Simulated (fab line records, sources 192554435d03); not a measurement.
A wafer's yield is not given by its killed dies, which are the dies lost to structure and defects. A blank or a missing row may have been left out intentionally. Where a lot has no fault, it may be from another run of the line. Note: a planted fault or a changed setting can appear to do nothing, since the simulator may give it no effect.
Comparing a struck lot with a sound one ; flow n5 finfet ; 16 out of 1938 route steps
Sound: the wafers L472.2, L472.3, L472.4. Struck: wafer L478.6. (L478.2, L478.5 of the same lot were not struck and are left out.) The cause comes at the end.
Order at every step that has rows: each side's tool, ch and its chambers, its first start. Under that, the readings that differ: sound wafers ; struck wafers ; difference of the means ; sigmas: that difference in standard deviations of wafers without a fault.
alike: same words and numbers on both sides, and readings whose means sit less than 2 such deviations apart. not compared: any withheld reading, any reading some wafer has no value for, any bound like >300 that may hide the same value, and any number with overlapping values for which the record gives no deviation.
A row with sigmas, a row that says differs or no value, or rows on one side alone: a step with any of these is where the two part. Numbers that have no deviation but don't overlap get no sigmas and don't part them. A reading that every wafer of one side lacks parts them only if that side has two wafers or more.

first, 4 steps without rows for these wafers: N5_BEOL_M3_SOFTBAKE_23 (time 60 s); N5_BEOL_M3_EXPOSE_25 (exposes mask V2, defocus 5 nm); N5_BEOL_M3_PEB_26 (peb time 60 s); N5_BEOL_M3_DEVELOP_27 (develop time 30 s).
N5_BEOL_M3_CD_MEAS_28: target cd 25.7 nm, target cd y 23.3 nm.
  sound on cd sem-03 ch 0, day 7 01:49; struck on cd sem-02 ch 0, day 8 18:24
  alike: cd nm
N5_BEOL_M3_OVL_MEAS_29:
  sound on overlay-02 ch 0, day 7 01:52; struck on overlay-02 ch 0, day 8 18:26
  alike: V2_OVL
N5_BEOL_M3_INSPECT_30: inspects for defects (brightfield).
  sound on defect inspect-01 at day 7 01:55; struck on defect inspect-01 at day 8 18:29
  alike: raw defect count
N5_BEOL_M3_DESCUM_33: chemistry O2, time 7 s.
  sound on rie diel-06 ch 0,1,3, day 7 01:56; struck on rie diel-06 ch 3, day 8 18:43
reading;sound;struck;difference;sigmas
rf vpp V (V);242.3 244.0 241.0;245.6;+3.2;+2
  alike: bias power w, drypump motor current A, oes product au, showerhead plenum p Torr, throttle valve pct
  not compared: rf hours counter h
N5_BEOL_M3_ETCH_77: etches underlayer in N2/H2, target depth 6.5 nm, time 5.2 s.
  sound on rie diel-06 ch 0,1,3, day 7 01:59; struck on rie diel-06 ch 3, day 8 18:44
  alike: drypump motor current A, etch rf on time s, n2 flow sccm, oes product au, rf vpp V, showerhead plenum p Torr, throttle valve pct
  not compared: rf hours counter h
N5_BEOL_M3_ETCH_69: etches SiARC in CF4, target depth 15.6 nm, time 26 s.
  sound on rie diel-06 ch 0,1,3, day 7 01:59; struck on rie diel-06 ch 3, day 8 18:46
  alike: drypump motor current A, etch rf on time s, oes product au, rf vpp V, showerhead plenum p Torr, throttle valve pct
  not compared: rf hours counter h
N5_BEOL_M3_ALD_98: deposits SiO2, target thk 2.5 nm, pulse time 1 s, co reactant pulse time 1 s.
  sound on ald sin-03 ch 1,2,3, day 7 02:05; struck on ald sin-04 ch 2, day 8 19:29
  alike: heater power w, precursor pulse height rel
N5_BEOL_M3_ETCHBACK_99: etches SiO2 in CHF3, target depth 5 nm, time 10.4 s.
  sound on rie diel-05 ch 0,1,2, day 7 05:26; struck on rie diel-06 ch 3, day 8 22:40
reading;sound;struck;difference;sigmas
drypump motor current A (A);5.3 5.6 6.0;6.7;+1.1;+2
  alike: oes product au, rf vpp V, showerhead plenum p Torr, throttle valve pct
  not compared: rf hours counter h
N5_BEOL_M3_ETCH_70: etches SOC in N2/H2, target depth 80 nm, overetch 16 nm, time 120 s.
  sound on rie diel-05 ch 0,1,2, day 7 05:28; struck on rie diel-06 ch 3, day 8 22:43
reading;sound;struck;difference;sigmas
drypump motor current A (A);5.3 5.6 6.0;6.7;+1.1;+2
model.SiARC_of_BEOL_M3_COAT_68.thk nm (nm);6.6 6.2 6.4;4.4;-2.0;
  alike: n2 flow sccm, oes product au, rf vpp V, showerhead plenum p Torr, throttle valve pct
  not compared: rf hours counter h
then, 1 step without rows for these wafers: N5_BEOL_M3_STRIP_71 (strips in N2/H2).
N5_BEOL_M4_RC_MEAS_101:
  sound on prober-02 ch 0, day 7 20:21; struck on prober-01 ch 0, day 9 13:05
reading;sound;struck;difference;sigmas
IOFF_P (nA/um);0.180 0.191 0.184;0.245;+0.060;+2
  alike: DIBL_N, DIBL_P, IOFF_N, ION_N, ION_P, SS_N, SS_P, VT_N, VT_P
N5_PASSIVATION_PROBE_49:
  rows exist in the record for the sound wafers here (prober-01, day 12 03:22), none for the struck ones

## WHERE THEY PART
Last at N5_PASSIVATION_PROBE_49 as far as this record goes, first at N5_BEOL_M3_DESCUM_33.

WHY: what the simulator had put in
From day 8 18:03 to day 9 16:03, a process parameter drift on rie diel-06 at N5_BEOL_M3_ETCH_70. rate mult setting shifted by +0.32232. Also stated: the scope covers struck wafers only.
